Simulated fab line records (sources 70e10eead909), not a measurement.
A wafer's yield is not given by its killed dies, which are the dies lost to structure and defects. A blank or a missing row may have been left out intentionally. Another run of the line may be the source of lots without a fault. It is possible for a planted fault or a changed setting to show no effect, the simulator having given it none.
fab line records	flow nand_harc
[record] lots = 6	wafers = 18	last_day = 32
route steps=1302 shown P_M1@315 P_M2@318 END@1302
lots with no fault: from the same line, run without faults
start_h: the number of hours between the record's first day and the start of the first shown wafer of the lot	wait_h: hours since the lot's step before	" the same as in the row above	L1.1+2: several wafers, shown together as one row	- value missing, or start not given	* or withheld: withheld	< > ~ a bound
route shown NAME@n: NAME is a module with steps in the file, n the number in the route of the first one	usual: mean/standard deviation of fault-free wafers	same: alike in all rows	chamber/n: place in a boat	sites: per-site readings	_std_site: how widely they spread, as a standard deviation	_edge_site: the outer-site mean with the inner-site mean subtracted	radius_mm: for every site, how far away it sits from the centre of the wafer	mask NAME#n: copy n	behind: tool/chamber where the wafer was last shaped	hold: the reason the lot was held/the length of the hold in hours/how it ended	device: transistor that didn't switch, given as n, p or np	end of line: at the end of the route, the tests of the same wafers	for a step that has no rows: nothing shown but its recipe	killed: dies that structure and defects cost at the first sort, which is not the same as the wafer's yield	map: a wafer's dies, x killed, . not, _ none there
set.NAME: the setting the step ran with; set.NAME@STEP: the setting that earlier step ran with	model.NAME: the simulator's own value behind a step, which no gauge read
certain route steps with their lots: each step a table, each wafer a row
services: the hour from which a tool's chamber was out of use, counted from the record's first day as start_h (under 0 if before that day), plus the number of hours and why
[[steps]]
[step NHARC_P_M1_INSPECT_27]
[usual] raw_defect_count = 290/130
lot.wafer	tool	chamber	start_h	wait_h	raw_defect_count
L633.3	defect_inspect-02	-	156.52	0.0	197
L633.4	"	-	"	"	385
L633.5	"	-	"	"	265
L634.1	defect_inspect-01	-	164.57	0.0	334
L634.4	"	-	"	"	175
L634.5	"	-	"	"	234
L639.1	defect_inspect-01	-	214.92	0.0	242
L639.2	"	-	"	"	227
L639.5	"	-	"	"	231
L640.1	defect_inspect-02	-	229.17	0.0	246
L640.2	"	-	"	"	371
L640.3	"	-	"	"	264
L648.2	defect_inspect-02	-	304.83	0.0	385
L648.3	"	-	"	"	375
L648.6	"	-	"	"	530
L651.3	defect_inspect-01	-	334.00	0.0	280
L651.5	"	-	"	"	240
L651.6	"	-	"	"	306
[step NHARC_P_M1_PRE_CLEAN_32]
[recipe] time_s = 12	temp_c = 370	rf_power_w = 300	gas = NH3
[usual] heater_power_w = 634/71
lot.wafer	tool	chamber	start_h	wait_h	heater_power_w
L633.3	pecvd-03	0	156.61	0.1	539
L633.5	"	1	"	"	662
L633.4	"	2	"	"	573
L634.1	pecvd-03	2	164.66	0.1	576
L634.4	"	0	"	"	518
L634.5	"	2	"	"	581
L639.1	pecvd-04	0	215.00	0.1	752
L639.2	"	1	"	"	660
L639.5	"	1	"	"	653
L640.3	pecvd-04	1	229.24	0.1	612
L640.1	"	2	"	"	620
L640.2	"	0	"	"	824
L648.2	pecvd-03	1	304.91	0.1	671
L648.3	"	2	"	"	653
L648.6	"	1	"	"	666
L651.3	pecvd-04	1	334.08	0.1	608
L651.5	"	1	"	"	619
L651.6	"	2	"	"	531
[step NHARC_P_M1_DEP_33]
[recipe] target_thk_a = 300	temp_c = 370	target_thk_nm = 30	pressure_torr = 3	flow_sccm = 200	rf_w = 450	material = SiCN
[usual] heater_power_w = 585/60
lot.wafer	tool	chamber	start_h	wait_h	heater_power_w
L633.3	pecvd-03	0	156.75	0.1	527
L633.5	"	1	"	"	630
L633.4	"	2	"	"	535
L634.1	pecvd-03	2	164.80	0.1	560
L634.4	"	0	"	"	529
L634.5	"	2	"	"	564
L639.1	pecvd-04	0	215.11	0.1	710
L639.2	"	1	"	"	647
L639.5	"	1	"	"	622
L640.3	pecvd-04	1	229.32	0.1	629
L640.1	"	2	"	"	588
L640.2	"	0	"	"	699
L648.2	pecvd-03	1	305.02	0.1	648
L648.3	"	2	"	"	641
L648.6	"	1	"	"	648
L651.3	pecvd-04	1	334.19	0.1	586
L651.5	"	1	"	"	581
L651.6	"	2	"	"	543
[step NHARC_P_M2_DEP_00]
[recipe] target_thk_a = 1825	target_thk_nm = 182.5	temp_c = withheld	pressure_torr = 5	flow_sccm = 200	rf_w = 600	material = SiOC
[step NHARC_P_M2_DEHYDRATE_01]
[recipe] temp_c = 150	time_s = 120
[step NHARC_P_M2_HMDS_02]
[recipe] time_s = 30
[step NHARC_P_M2_COAT_34]
[recipe] temp_c = 200	time_s = 65
[step NHARC_P_M2_COAT_03]
[recipe] spin_rpm = 1500	resist_thk_nm = 90
[step NHARC_P_M2_SOFTBAKE_04]
[recipe] temp_c = 105	time_s = 55
[step NHARC_P_M2_EBR_05]
[step NHARC_P_M2_EXPOSE_06]
[recipe] na = 1.35	target_cd_nm = 170	dose_mj = 80.78	mask_id = P_M2
[step NHARC_P_M2_PEB_07]
[recipe] peb_temp_c = 100	peb_time_s = 65
[usual] heater_power_total_W = 156.6/0.42	plate_temp_C = 99.99/0.13
lot.wafer	tool	chamber	start_h	wait_h	heater_power_total_W	plate_temp_C
L633.3	litho_track-06	0	157.84	0.1	156.1	100.00
L633.4	"	0	"	"	156.1	100.20
L633.5	"	0	"	"	156.1	100.06
L634.1	litho_track-04	0	165.75	0.1	156.0	99.78
L634.4	"	0	"	"	156.7	100.09
L634.5	"	0	"	"	157.1	99.87
L639.1	litho_track-01	0	216.23	0.1	157.0	100.12
L639.2	"	0	"	"	156.8	100.00
L639.5	"	0	"	"	156.5	99.87
L640.1	litho_track-06	0	230.35	0.1	157.2	99.92
L640.2	"	0	"	"	156.0	100.00
L640.3	"	0	"	"	156.3	99.84
L648.2	litho_track-04	0	306.14	0.1	167.2	104.85
L648.3	"	0	"	"	166.8	104.97
L648.6	"	0	"	"	166.1	104.87
L651.3	litho_track-04	0	335.30	0.0	167.2	104.51
L651.5	"	0	"	"	167.2	104.51
L651.6	"	0	"	"	166.7	104.71
[step NHARC_P_M2_DEVELOP_08]
[recipe] develop_time_s = 35	dev_temp_c = 23
[step NHARC_P_M2_CD_MEAS_09]
[recipe] target_cd_nm = 170	landing_energy_ev = 500
[usual] cd_nm = 170.1/0.76
lot.wafer	tool	chamber	start_h	wait_h	cd_nm
L633.3	cd_sem-01	0	157.92	-	169.0
L633.4	"	0	"	"	169.8
L633.5	"	0	"	"	170.4
L634.1	cd_sem-01	0	165.83	-	169.1
L634.4	"	0	"	"	170.0
L634.5	"	0	"	"	168.5
L639.1	cd_sem-03	0	216.31	-	169.6
L639.2	"	0	"	"	170.1
L639.5	"	0	"	"	169.8
L640.1	cd_sem-01	0	230.43	-	169.6
L640.2	"	0	"	"	169.8
L640.3	"	0	"	"	169.1
L648.2	cd_sem-03	0	306.23	-	183.9
L648.3	"	0	"	"	184.9
L648.6	"	0	"	"	184.9
L651.3	cd_sem-02	0	335.38	-	184.4
L651.5	"	0	"	"	185.1
L651.6	"	0	"	"	184.4
[step NHARC_P_M2_OVL_MEAS_10]
[recipe] pitch_nm = 340
[usual] overlay_x_nm = 0.0/0.89	overlay_y_nm = -0.1/0.8
lot.wafer	tool	chamber	start_h	wait_h	overlay_x_nm	overlay_y_nm
L633.3	overlay-01	-	158.01	-	0.6	-1.9
L633.4	"	-	"	"	0.3	-1.7
L633.5	"	-	"	"	0.9	-1.5
L634.1	overlay-02	-	165.92	-	-0.9	1.7
L634.4	"	-	"	"	-1.6	2.0
L634.5	"	-	"	"	-0.7	2.0
L639.1	overlay-02	-	216.40	-	-0.5	-0.1
L639.2	"	-	"	"	0.2	-0.1
L639.5	"	-	"	"	0.2	0.3
L640.1	overlay-02	-	230.51	-	0.5	0.1
L640.2	"	-	"	"	0.9	-0.5
L640.3	"	-	"	"	1.1	-1.0
L648.2	overlay-01	-	306.31	-	-0.2	-0.5
L648.3	"	-	"	"	-0.2	-0.5
L648.6	"	-	"	"	-0.4	-0.7
L651.3	overlay-01	-	335.46	-	-0.1	0.6
L651.5	"	-	"	"	0.5	0.3
L651.6	"	-	"	"	-0.6	1.0
[step NHARC_P_M2_INSPECT_11]
[usual] raw_defect_count = 4.6/2.4
lot.wafer	tool	chamber	start_h	wait_h	raw_defect_count
L633.3	defect_inspect-02	-	158.04	0.0	5
L633.4	"	-	"	"	6
L633.5	"	-	"	"	2
L634.1	defect_inspect-01	-	165.96	0.0	3
L634.4	"	-	"	"	5
L634.5	"	-	"	"	4
L639.1	defect_inspect-01	-	216.44	0.0	4
L639.2	"	-	"	"	4
L639.5	"	-	"	"	1
L640.1	defect_inspect-02	-	230.55	0.0	5
L640.2	"	-	"	"	4
L640.3	"	-	"	"	7
L648.2	defect_inspect-01	-	306.35	0.0	7
L648.3	"	-	"	"	10
L648.6	"	-	"	"	10
L651.3	defect_inspect-01	-	335.50	0.0	6
L651.5	"	-	"	"	5
L651.6	"	-	"	"	4
[step NHARC_P_M2_DESCUM_14]
[recipe] time_s = 3	o2_flow_sccm = 200	ar_flow_sccm = 0	bias_power_w = 0	chemistry = O2
[usual] chamber_pressure_mTorr = 59.99/0.051	drypump_motor_current_A = 5.6/0.37	oes_product_au = 0.999/0.011	rf_vpp_V = 57.9/0.81	showerhead_plenum_p_Torr = 1.96/0.068	throttle_valve_pct = 11.312/0.0089
lot.wafer	tool	chamber	start_h	wait_h	chamber_pressure_mTorr	drypump_motor_current_A	oes_product_au	rf_hours_counter_h	rf_vpp_V	showerhead_plenum_p_Torr	throttle_valve_pct	model.P_M2.cd_nm
L633.4	rie_diel-06	2	158.12	0.1	60.01	5.8	1.004	0.3	57.5	1.87	11.328	170.1
L633.3	"	3	"	"	60.03	5.5	1.001	0.1	58.4	1.96	11.318	169.4
L633.5	"	0	"	"	59.94	5.3	0.994	-	56.7	1.93	11.314	171.8
L634.1	rie_diel-05	2	166.02	0.1	59.98	5.2	1.003	5.5	58.1	2.04	11.311	169
L634.4	"	1	"	"	60.00	5.3	1.004	5.2	58.8	2.04	11.294	170.6
L634.5	"	2	"	"	59.90	5.2	1.008	-	57.9	2.04	11.311	167.8
L639.1	rie_diel-05	2	216.51	0.1	59.91	5.2	1.001	8.0	56.9	2.04	11.313	169
L639.2	"	3	"	"	60.05	5.3	1.000	6.9	59.2	1.90	11.299	170.2
L639.5	"	0	"	"	59.90	6.2	1.002	-	57.4	2.01	11.335	169.2
L640.3	rie_diel-04	3	230.62	0.1	59.92	6.2	0.990	2.3	58.7	1.89	11.320	168.7
L640.1	"	0	"	"	59.96	5.7	0.992	3.1	56.6	1.83	11.302	170.4
L640.2	"	1	"	"	59.90	6.0	1.007	3.0	57.5	1.89	11.312	170.6
L648.3	rie_diel-05	1	306.41	0.1	60.06	5.3	0.993	3.5	59.5	2.04	11.310	184.2
L648.2	"	0	"	"	60.06	6.2	1.000	3.6	59.1	2.01	11.297	183.1
L648.6	"	2	"	"	60.02	5.2	0.985	-	57.8	2.04	11.300	184.8
L651.3	rie_diel-06	3	335.56	0.1	59.95	5.5	1.000	1.4	57.2	1.96	11.287	184.3
L651.6	"	3	"	"	59.93	5.5	0.997	-	58.3	1.96	11.315	184.5
L651.5	"	2	"	"	59.92	5.8	0.980	-	56.6	1.86	11.314	183.5
[step NHARC_P_M2_ETCH_35]
[recipe] target_depth_a = 400	overetch_a = 120	time_s = 43.94	ion_energy_ev = 200	n2_flow_sccm = 150	h2_flow_sccm = 150	ar_flow_sccm = 0	rf_w = 400	bias_w = 150	chemistry = N2/H2
[usual] bias_w = 149.9/0.41	chamber_pressure_mTorr = 29.999/0.027	drypump_motor_current_A = 5.6/0.38	oes_product_au = 1.001/0.01	rf_vpp_V = 431.6/2.1	showerhead_plenum_p_Torr = 2.08/0.074	throttle_valve_pct = 14.171/0.0091
lot.wafer	tool	chamber	start_h	wait_h	bias_w	chamber_pressure_mTorr	drypump_motor_current_A	oes_product_au	rf_hours_counter_h	rf_vpp_V	showerhead_plenum_p_Torr	throttle_valve_pct
L633.3	rie_diel-06	3	158.19	0.1	149.9	30.003	5.5	0.999	0.1	431.3	2.09	14.187
L633.4	"	2	"	"	149.3	29.987	5.8	1.000	0.3	430.3	1.99	14.181
L633.5	"	0	"	"	149.7	30.030	5.3	0.986	-	432.7	2.05	14.159
L634.1	rie_diel-05	1	166.11	0.1	149.8	29.980	5.3	1.010	5.2	434.6	2.18	14.168
L634.4	"	2	"	"	149.6	29.955	5.2	0.999	5.5	434.9	2.18	14.167
L634.5	"	1	"	"	150.1	30.000	5.3	1.007	-	435.5	2.18	14.162
L639.2	rie_diel-05	3	216.58	0.1	149.9	29.991	5.3	1.003	6.9	430.0	2.02	14.175
L639.1	"	0	"	"	149.4	29.989	6.2	1.009	7.4	434.9	2.14	14.160
L639.5	"	3	"	"	149.5	30.053	5.3	1.001	-	430.1	2.02	14.172
L640.2	rie_diel-04	0	230.70	0.1	149.2	30.012	5.7	0.998	3.1	428.1	1.94	14.180
L640.3	"	1	"	"	150.5	29.962	6.0	1.011	3.0	429.6	2.02	14.168
L640.1	"	2	"	"	150.0	30.042	5.2	0.992	2.2	431.0	2.07	14.170
L648.3	rie_diel-05	3	306.49	0.1	149.6	30.001	5.3	0.991	4.5	427.8	2.02	14.172
L648.2	"	1	"	"	149.7	29.975	5.3	0.993	3.5	434.1	2.17	14.156
L648.6	"	3	"	"	150.3	29.998	5.3	0.993	-	430.0	2.02	14.170
L651.3	rie_diel-06	1	335.68	0.1	149.8	29.991	6.0	1.003	1.0	432.6	2.12	14.173
L651.6	"	3	"	"	149.5	30.035	5.5	1.000	-	431.1	2.09	14.179
L651.5	"	1	"	"	150.1	30.020	6.0	1.001	-	432.2	2.12	14.173
[step NHARC_P_M2_ETCH_15]
[recipe] target_depth_a = 1825	time_s = 91.2	c4f8_flow_sccm = withheld	ar_flow_sccm = 400	rf_w = 600	bias_w = 300	chemistry = C4F8/Ar
[usual] bias_w = 300.0/0.84	chamber_pressure_mTorr = 25.001/0.023	oes_product_au = 0.943/0.022	rf_vpp_V = 442.2/2.2
lot.wafer	tool	chamber	start_h	wait_h	bias_w	chamber_pressure_mTorr	oes_product_au	rf_hours_counter_h	rf_vpp_V
L633.4	rie_diel-06	1	-	-	300.0	24.982	0.909	0.6	443.8
L633.3	"	3	"	"	299.6	25.008	0.931	0.1	441.7
L633.5	"	1	"	"	298.2	25.021	0.908	-	443.1
L634.1	rie_diel-05	0	-	-	300.8	24.980	0.957	4.9	443.5
L634.4	"	3	"	"	302.4	24.968	0.951	4.5	442.0
L634.5	"	0	"	"	300.6	24.963	0.965	-	444.5
L639.1	rie_diel-05	0	-	-	302.1	24.947	0.932	7.5	444.1
L639.2	"	1	"	"	299.5	25.015	0.929	7.8	444.3
L639.5	"	3	"	"	299.9	24.995	0.932	-	440.7
L640.1	rie_diel-04	3	-	-	300.5	24.993	0.923	2.4	440.6
L640.2	"	0	"	"	300.6	25.011	0.922	3.2	439.2
L640.3	"	1	"	"	298.4	24.978	0.929	3.0	439.9
L648.3	rie_diel-05	3	-	-	300.5	25.010	0.974	4.5	439.6
L648.2	"	1	"	"	299.8	24.968	0.972	3.5	445.0
L648.6	"	0	"	"	299.2	24.977	0.984	-	443.5
L651.3	rie_diel-06	3	-	-	300.1	25.010	0.956	1.4	442.5
L651.6	"	2	"	"	300.0	25.008	0.941	-	439.8
L651.5	"	3	"	"	301.7	25.024	0.963	-	443.1
[step NHARC_P_M2_CD_MEAS_16]
[usual] cd_nm = 170.0/1
lot.wafer	tool	chamber	start_h	wait_h	cd_nm
L633.3	cd_sem-03	-	158.41	-	169.3
L633.4	"	-	"	"	169.8
L633.5	"	-	"	"	170.5
L634.1	cd_sem-03	-	166.33	-	169.9
L634.4	"	-	"	"	169.8
L634.5	"	-	"	"	168.4
L639.1	cd_sem-03	-	216.81	-	169.1
L639.2	"	-	"	"	170.5
L639.5	"	-	"	"	169.4
L640.1	cd_sem-01	-	230.92	-	170.7
L640.2	"	-	"	"	170.3
L640.3	"	-	"	"	168.6
L648.2	cd_sem-03	-	306.72	-	183.5
L648.3	"	-	"	"	184.3
L648.6	"	-	"	"	185.7
L651.3	cd_sem-02	-	335.91	-	184.0
L651.5	"	-	"	"	182.9
L651.6	"	-	"	"	184.4
[step NHARC_P_M2_STRIP_18]
[recipe] power_w = 1000	n2_flow_sccm = 150	h2_flow_sccm = 150	ar_flow_sccm = 0	bias_w = 0	chemistry = N2/H2
[usual] chamber_pressure_mTorr = 29.997/0.027	drypump_motor_current_A = 5.7/0.37	oes_product_au = 1.001/0.011	rf_vpp_V = 90.7/0.91	showerhead_plenum_p_Torr = 2.06/0.072	throttle_valve_pct = 14.171/0.0094
[same] bias_w = 0
lot.wafer	tool	chamber	start_h	wait_h	chamber_pressure_mTorr	drypump_motor_current_A	oes_product_au	rf_hours_counter_h	rf_vpp_V	showerhead_plenum_p_Torr	throttle_valve_pct
L633.4	rie_diel-05	1	158.48	0.1	30.041	5.3	1.006	4.6	90.9	2.18	14.187
L633.3	"	0	"	"	29.987	6.2	0.993	4.5	90.8	2.15	14.169
L633.5	"	1	"	"	30.016	5.3	1.001	-	90.7	2.18	14.156
L634.4	rie_diel-04	1	166.40	0.1	30.038	5.9	1.021	11.4	89.8	2.02	14.192
L634.1	"	3	"	"	29.982	6.2	1.023	9.8	91.5	2.01	14.186
L634.5	"	1	"	"	29.989	5.9	1.018	-	90.5	2.02	14.160
L639.2	rie_diel-04	2	216.88	0.1	30.028	5.2	0.988	1.2	91.3	2.07	14.177
L639.1	"	3	"	"	29.984	6.2	0.999	1.4	91.9	2.01	14.186
L639.5	"	2	"	"	30.004	5.2	0.982	-	91.5	2.07	14.172
L640.2	rie_diel-06	2	230.99	0.1	29.995	5.8	1.015	5.9	90.2	1.99	14.180
L640.3	"	0	"	"	29.987	5.3	0.990	5.7	89.2	2.05	14.185
L640.1	"	1	"	"	29.972	5.9	0.989	5.6	90.7	2.12	14.165
L648.3	rie_diel-04	3	306.81	0.1	30.047	6.2	0.993	6.5	89.9	2.01	14.165
L648.2	"	0	"	"	29.974	5.7	0.993	6.8	90.9	1.94	14.173
L648.6	"	3	"	"	30.019	6.2	0.992	-	91.0	2.01	14.174
L651.3	rie_diel-06	1	336.05	0.1	30.031	5.9	1.009	1.1	90.5	2.12	14.163
L651.6	"	2	"	"	30.021	5.8	0.987	-	90.2	1.99	14.178
L651.5	"	3	"	"	29.973	5.5	1.009	-	91.8	2.09	14.186
[step NHARC_P_M2_ETCH_28]
[recipe] target_depth_a = 300	over_etch_frac = 0.3	time_s = 72.99	ion_energy_ev = 150	cf4_flow_sccm = 50	n2_flow_sccm = 100	ar_flow_sccm = 150	rf_w = 300	bias_w = 100	chemistry = CF4/N2
[usual] bias_w = 100.0/0.3	chamber_pressure_mTorr = 30.000/0.025	drypump_motor_current_A = 5.7/0.35	oes_product_au = 1.001/0.011	rf_vpp_V = 314.4/1.5	showerhead_plenum_p_Torr = 2.64/0.087	throttle_valve_pct = 19.795/0.0096
lot.wafer	tool	chamber	start_h	wait_h	bias_w	chamber_pressure_mTorr	drypump_motor_current_A	oes_product_au	rf_hours_counter_h	rf_vpp_V	showerhead_plenum_p_Torr	throttle_valve_pct	model.P_M2.cd_nm
L633.3	rie_diel-05	2	-	-	100.0	29.993	5.2	1.017	5.0	316.0	2.79	19.803	169.9
L633.4	"	0	"	"	100.5	29.996	6.2	1.007	4.6	317.0	2.75	19.799	169.4
L633.5	"	3	"	"	99.7	29.960	5.3	1.011	-	312.4	2.61	19.807	169.9
L634.4	rie_diel-04	1	-	-	99.5	30.019	5.9	1.007	11.4	315.1	2.60	19.794	170.5
L634.1	"	2	"	"	100.0	29.977	5.2	0.994	6.2	315.3	2.67	19.793	169.4
L634.5	"	0	"	"	100.1	30.007	5.7	0.985	-	312.7	2.51	19.792	169.1
L639.2	rie_diel-04	3	-	-	99.9	29.992	6.2	1.009	1.5	313.9	2.59	19.808	170.1
L639.1	"	0	"	"	100.0	29.975	5.7	1.001	1.9	313.4	2.51	19.797	169
L639.5	"	0	"	"	99.8	30.001	5.7	1.002	-	311.6	2.51	19.800	169.1
L640.1	rie_diel-06	2	-	-	100.3	30.009	5.8	0.998	6.0	312.9	2.56	19.799	169.9
L640.3	"	0	"	"	100.2	30.000	5.3	0.985	5.7	313.9	2.64	19.789	169.1
L640.2	"	1	"	"	99.9	30.010	5.9	0.971	5.6	314.7	2.72	19.779	169.8
L648.3	rie_diel-04	1	-	-	100.3	29.955	6.0	0.994	7.2	312.9	2.60	19.792	184.1
L648.2	"	3	"	"	100.5	29.964	6.2	0.992	6.6	313.3	2.59	19.784	183.8
L648.6	"	0	"	"	99.5	30.029	5.7	0.997	-	313.6	2.51	19.790	184.6
L651.3	rie_diel-06	2	-	-	99.4	30.022	5.8	0.983	1.6	312.5	2.56	19.795	183.8
L651.6	"	1	"	"	100.0	29.988	5.9	1.001	-	315.1	2.72	19.810	185.3
L651.5	"	3	"	"	100.6	30.003	5.5	1.002	-	315.1	2.69	19.797	182.7
[step NHARC_P_M2_STRIP_19]
[recipe] time_s = 600	temp_c = 30	chemistry = post_etch_residue_remover
[step NHARC_END_SORT_01]
[recipe] temp_c = 25
[usual] defect_limited_yield = 90/3.8	killed_at_array = 61/26	killed_at_other = 0.8/1.1	killed_at_periphery = 4.0/2.6	killed_dies = 66/26	killed_open = 3.1/1.7	killed_short = 2.5/1.5
[same] gross_dies = 677
lot.wafer	tool	chamber	start_h	wait_h	defect_limited_yield[%]	killed_at_array	killed_at_other	killed_at_periphery	killed_dies	killed_open	killed_short
L648.6	prober-01	0	742.68	4.1	91	53	0	9	62	7	0
// killed by level:class
L648.6 A_CHANNEL_HOLE_D2:chamber_film_flake=23 A_CHANNEL_HOLE_D1:chamber_film_flake=10 A_CONTACT:chamber_film_flake=8 P_CONTACT:chamber_film_flake=7 A_SLIT:chamber_film_flake=4 A_ONON_D1:geometric_particle:open=3 A_M1:geometric_particle:open=2 P_CONTACT:geometric_particle:open=1
[[services]]
tool	chamber	start_h	hours	kind
rie_diel-05	0	135.10	-	clean
rie_diel-05	1	135.10	-	clean
rie_diel-05	2	135.10	-	clean
rie_diel-05	3	135.10	-	clean
rie_diel-06	3	147.40	10.5	repair
rie_diel-06	2	149.92	2.8	repair
litho_track-01	-	155.00	7.0	pm
rie_diel-05	0	159.60	-	clean
rie_diel-05	1	159.60	-	clean
rie_diel-05	2	159.60	-	clean
pecvd-04	-	167.69	0.6	repair
pecvd-04	-	169.28	1.4	repair
rie_diel-04	0	170.45	6.7	repair
rie_diel-04	-	177.93	9.0	pm
litho_track-06	-	179.01	7.0	pm
pecvd-03	-	185.30	13.0	pm
litho_track-04	-	203.00	7.0	pm
rie_diel-05	-	229.60	9.0	pm
pecvd-03	-	258.01	0.9	repair
pecvd-04	-	269.39	13.0	pm
rie_diel-06	-	307.20	9.0	pm
pecvd-03	0	320.85	1.7	repair
litho_track-01	-	330.01	7.0	pm
rie_diel-06	0	331.95	4.6	repair
[[key]]
[first_sign] step = NHARC_P_M2_PEB_07	reading = plate_temp_C	direction = up	sigmas = 37	usual = *	struck = *
[effect] step = NHARC_P_M2_PEB_07	reading = heater_power_total_W	direction = up	sigmas = 25	usual = *	struck = *
[effect] step = NHARC_P_M2_CD_MEAS_09	reading = cd_nm	direction = up	sigmas = 19	usual = 170.1	struck = 184.6
[effect] step = NHARC_P_M2_CD_MEAS_16	reading = cd_nm	direction = up	sigmas = 14	usual = 170.0	struck = 184.1
[model_effect] step = NHARC_P_M2_DESCUM_14	value = P_M2.cd_nm	without = 169.5	struck = 184.1
[model_effect] step = NHARC_P_M2_ETCH_28	value = P_M2.cd_nm	without = 169.5	struck = 184
met_at NHARC_P_M2_PEB_07
struck_wafers L648.2,L648.3,L648.6,L651.3,L651.5,L651.6
onset_between 165.75 306.14
[fault] kind = process_parameter_drift	tool = litho_track-04	chamber = -	onset_h = 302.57	steps = NHARC_P_M2_PEB_07	channel = peb_temp_c	offset = *	shape = step	end_h = 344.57	acts_in = *	stated = *
